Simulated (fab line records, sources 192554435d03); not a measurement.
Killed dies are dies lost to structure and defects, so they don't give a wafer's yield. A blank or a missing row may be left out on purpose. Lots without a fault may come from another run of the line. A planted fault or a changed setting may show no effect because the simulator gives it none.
Problem report in the 8D (eight disciplines) form, filled by code | flow n5_finfet | the parts of the form that need people (team, actions taken, sign-off) are left out

1. THE PROBLEM
spin_speed_rpm at N5_SD_EPI_P_COAT_35 reads a mean of 1541.4 rpm on 6 wafers of 2 lots; wafers without a fault read 1499.8 rpm with a standard deviation of 1.3. That is +32 standard deviations from the usual mean.
The step: time 60 s, resist thk 35 nm.
First seen on wafer L938.1, day 6 16:29, on litho_track-05. The record holds 35 wafers of 12 lots with a number at this step. Rule for "out", or "out of limits": more than 4 standard deviations from the usual mean. The other wafers with a number count as sound.

2. WHAT IT IS AND WHAT IT IS NOT
question                    | is                     | is not
which readings at this step | spin_speed_rpm         | chill_plate_temp_C, dispense_pressure_kPa, resist_line_temp_C
which lots                  | L938, L939             | L924, L925, L926, L927, L929, L930, L940, L942, L946, L947
which wafers of those lots  | all that have a number | -
read on which tools         | litho_track-05         | litho_track-01, litho_track-03
when                        | from day 6 16:29       | up to then (17 sound wafers); but 12 sound wafers of L940, L942, L946, L947 came after

3. SUSPECTS, AND WHAT RULES EACH OUT
Counting: a tool at a process step up to the reading stays a suspect if it ran every lot that is out and no sound lot after the first of them.
- litho_track-05 at N5_SD_EPI_P_COAT_35 (time 60 s, resist thk 35 nm): kept. It ran every lot that is out, first L938 (day 6 16:29), and no sound lot after that; its last sound lot up to then is L929 (day 4 10:40). Its own readings are out on those wafers: spin_speed_rpm.
Left after counting: litho_track-05 at N5_SD_EPI_P_COAT_35.

4. THE CAUSE (what the simulator had put in)
Process parameter drift: litho_track-05, from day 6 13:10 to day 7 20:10, at N5_SD_EPI_P_COAT_35. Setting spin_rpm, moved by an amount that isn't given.
Counting left only this tool.

5. THE CHAIN OF EFFECTS, in route order
Each row: a reading whose mean over the struck wafers that have a number lies more than 3 standard deviations from the usual. Only readings for which the record gives a usual standard deviation are gone through. hours: the time from each lot's start at the first step in this table that gives one to its start at this step, as a median over the lots. sigmas: the change in usual standard deviations.
hours | step                | reading        | usual      | on struck wafers | change | sigmas
0     | N5_SD_EPI_P_COAT_35 | spin_speed_rpm | 1499.8 rpm | 1541.4           | +41.6  | +32
The process steps in it:
- N5_SD_EPI_P_COAT_35: time 60 s, resist thk 35 nm.
Later measuring or inspecting steps at which every struck wafer that the step has a row for has a number for every such reading, and none has moved that far: N5_SD_EPI_P_OVL_MEAS_10.

6. WHAT WOULD HAVE CAUGHT IT SOONER
In this record the first reading out of limits was taken at day 6 16:29, 3 hours after the fault began at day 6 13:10.
